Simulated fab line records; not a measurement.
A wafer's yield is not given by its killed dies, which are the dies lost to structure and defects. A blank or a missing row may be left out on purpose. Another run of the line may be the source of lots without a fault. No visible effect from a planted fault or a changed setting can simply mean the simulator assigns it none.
Struck lot and sound lot, side by side	flow nand-harc	27 out of 1159 route steps
Sound: wafers L866.2, L866.3, L866.4. Wafers struck: L877.1, L877.2, L877.4. At the end, the cause is stated.
For every step that has rows: the tool of each side, followed by ch and its chambers, followed by its first start. Under that, the readings that differ: sound wafers	struck wafers	difference of the means	sigmas: that difference in standard deviations of wafers without a fault.
alike: words and numbers the same on both sides, and readings whose means are apart by under 2 such deviations; not compared: readings that were withheld, readings missing a value for some wafer, numbers with overlapping values and no deviation given by the record, and bounds like >300 which may hide the same value.
Wherever a step has rows on one side only, a row that says differs or no value, or a row with sigmas, the two part there. Numbers that don't overlap but have no deviation are shown without sigmas and don't part them. Lack of a reading on every wafer of one side parts them only where that side has two or more wafers.

NHARC_P_ZERO_WELL_DESCUM_54: chemistry O2, time 3 s.
  sound on rie-diel-09 ch 0,2,3, day 3 00:02; struck on rie-diel-08 ch 0,1,2, day 5 17:59
  alike: drypump-motor-current-A, oes-product-au, rf-vpp-V, showerhead-plenum-p-Torr, throttle-valve-pct
  not compared: rf-hours-counter-h
then, 5 steps without rows for these wafers: NHARC_P_ZERO_WELL_IMPLANT_55; NHARC_P_ZERO_WELL_IMPLANT_61; NHARC_P_ZERO_WELL_STRIP_56 (strips in SPM, time 840 s); NHARC_P_ZERO_WELL_PRECLEAN_68 (cleans in SC1, time 60 s); NHARC_P_ZERO_WELL_SRD_69.
NHARC_P_ZERO_WELL_RTA_42: time 300 s.
  sound on rtp-anneal-02 ch 0, day 3 01:07; struck on rtp-anneal-02 ch 0, day 5 18:58
  alike: lamp-power-pct, lamp_zone_3_pct, lamp_zone_7_pct, wafer_temp_C_max
NHARC_P_ZERO_WELL_INSPECT_43:
  sound on defect-inspect-02, day 3 01:41; struck on defect-inspect-01, day 5 19:38
  alike: raw-defect-count
then, 4 steps without rows for these wafers: NHARC_P_STI_ETCH_26 (etches SiO2 in dHF, target depth 11 nm); NHARC_P_STI_PRECLEAN_27 (cleans in SC1); NHARC_P_STI_SRD_28; NHARC_P_STI_OXIDE_29 (material SiO2, target thk 10 nm, ox time 1362 s).
NHARC_P_STI_HM_DEP_30: deposits Si3N4, target thk 80 nm, time 873 s.
  sound on lpcvd-02 ch 1, day 3 14:34; struck on lpcvd-01 ch 1, day 6 10:05
  alike: spike-tc-top-C, zone-power-upper-pct
then, 9 steps without rows for these wafers: NHARC_P_STI_DEHYDRATE_01 (time 120 s); NHARC_P_STI_HMDS_02 (time 30 s); NHARC_P_STI_COAT_41 (time 65 s); NHARC_P_STI_COAT_03 (resist thk 600 nm); NHARC_P_STI_SOFTBAKE_04 (time 70 s); NHARC_P_STI_EBR_05; NHARC_P_STI_EXPOSE_06 (exposes mask P STI, target cd 200 nm); NHARC_P_STI_PEB_07 (peb time 80 s); NHARC_P_STI_DEVELOP_08 (time 50 s).
NHARC_P_STI_CD_MEAS_09: the cd target is 200 nm.
  sound on cd-sem-03 ch 0, day 3 18:32; struck on cd-sem-03 ch 0, day 6 14:03
  alike: cd-nm
NHARC_P_STI_OVL_MEAS_10:
  sound on overlay-02, day 3 18:37; struck on overlay-02, day 6 14:08
  alike: overlay-x-nm, overlay-y-nm
NHARC_P_STI_INSPECT_11:
  sound on defect-inspect-02, day 3 18:39; struck on defect-inspect-02, day 6 14:11
reading	sound	struck	difference	sigmas
raw-defect-count	5 4 8	323 319 295	+307	+99 or more
then, 1 step without rows for these wafers: NHARC_P_STI_HARDBAKE_13 (time 65 s).
-- the record jumps here: 17 days lie between the struck wafers' starts before and after (it left off in module P_STI and takes up again in module END, whose first step shown is number 1159 of the route) --
NHARC_END_SORT_01:
  the record has rows for the struck wafers here (prober-01 ch 0, day 23 14:10) and none for the sound ones

== WHERE THEY PART ==
Earliest at NHARC_P_STI_INSPECT_11; latest, in this record, at NHARC_END_SORT_01.

WHY: whatever the simulator had introduced
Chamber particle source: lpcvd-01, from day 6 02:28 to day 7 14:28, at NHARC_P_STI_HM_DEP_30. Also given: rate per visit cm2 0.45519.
